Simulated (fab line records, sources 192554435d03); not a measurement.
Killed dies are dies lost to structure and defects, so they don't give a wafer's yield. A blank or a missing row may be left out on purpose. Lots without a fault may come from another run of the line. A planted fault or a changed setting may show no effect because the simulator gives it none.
One fault seen from 2 desks | flow n5_finfet | each desk has only its own numbers; what lay behind them comes last

THE TOOL OWNER'S DESK: rie_diel-04
The tool's own readings at N5_FIN_CUT_CUT_ETCH_26 (etches SiNx in CH3F/O2, target depth 39 nm, time 55.7 s): means of the sampled wafers that have a number, for each lot that ran on this tool. A lot is out of limits, marked OUT, if its mean lies more than 4 standard deviations from the usual mean; the brackets give that distance.
Columns: A = drypump_motor_current_A at N5_FIN_CUT_CUT_ETCH_26, usual 5.7 A; B = oes_ar_750_au at N5_FIN_CUT_CUT_ETCH_26, usual 0.76 a.u.; C = oes_product_au at N5_FIN_CUT_CUT_ETCH_26, usual 0.76 a.u.; D = rf_vpp_V at N5_FIN_CUT_CUT_ETCH_26, usual 299 V; E = showerhead_plenum_p_Torr at N5_FIN_CUT_CUT_ETCH_26, usual 2.01 Torr; F = throttle_valve_pct at N5_FIN_CUT_CUT_ETCH_26, usual 16.5 %
lot  | first seen here | A   | B    | C    | D   | E    | F
L677 | day 2 09:28     | 5.6 | 0.74 | 0.74 | 301 | 2.09 | 16.4
L679 | day 3 00:42     | 6.1 | 0.75 | 0.75 | 302 | 2.02 | 16.5
L687 | day 5 00:35     | 5.7 | 0.72 | 0.98 | 298 | 2.08 | 16.6
This desk's finding: nothing out of limits on any of the 3 lots.

THE METROLOGY DESK
What the gauges read, lot by lot, whatever tool the lot ran on: means of the sampled wafers that have a number. A lot is out of limits, marked OUT, if its mean lies more than 4 standard deviations from the usual mean; the brackets give that distance. Of its 12 readings 7 are shown: those that lie furthest out on some lot.
Columns: A = IOFF_N at N5_BEOL_M4_RC_MEAS_101, usual 0.15 nA/um; B = IOFF_P at N5_BEOL_M4_RC_MEAS_101, usual 0.19 nA/um; C = ION_N at N5_BEOL_M4_RC_MEAS_101, usual 677 uA/um; D = ION_P at N5_BEOL_M4_RC_MEAS_101, usual 462 uA/um; E = SS_P at N5_BEOL_M4_RC_MEAS_101, usual 72.9 mV/dec; F = VT_N at N5_BEOL_M4_RC_MEAS_101, usual 250 mV; G = VT_P at N5_BEOL_M4_RC_MEAS_101, usual -251 mV
lot  | first seen here | A    | B    | C   | D   | E    | F   | G
L677 | day 2 07:37     | 0.13 | 0.19 | 678 | 473 | 72.6 | 251 | -250
L679 | day 2 21:02     | 0.13 | 0.17 | 680 | 463 | 72.1 | 251 | -255
L687 | day 4 23:07     | 0.18 | 0.23 | 690 | 468 | 73.2 | 248 | -248
L692 | day 6 04:04     | 0.17 | 0.22 | 670 | 464 | 73.3 | 250 | -248
L693 | day 6 07:37     | 0.12 | 0.15 | 671 | 459 | 72.5 | 252 | -253
L695 | day 6 20:38     | 0.20 | 0.24 | 696 | 472 | 73.1 | 246 | -248
L697 | day 7 09:38     | 0.23 | 0.26 | 706 | 479 | 74.0 | 244 | -246
L698 | day 7 16:29     | 0.14 | 0.22 | 679 | 471 | 72.6 | 252 | -245
L699 | day 7 22:47     | 0.19 | 0.23 | 700 | 473 | 73.5 | 245 | -249
This desk's finding: nothing out of limits on any of the 9 lots.

PUT TOGETHER
The tool owner's desk saw nothing out of limits.
The metrology desk saw nothing out of limits.

WHAT THE SIMULATOR HAD PUT IN
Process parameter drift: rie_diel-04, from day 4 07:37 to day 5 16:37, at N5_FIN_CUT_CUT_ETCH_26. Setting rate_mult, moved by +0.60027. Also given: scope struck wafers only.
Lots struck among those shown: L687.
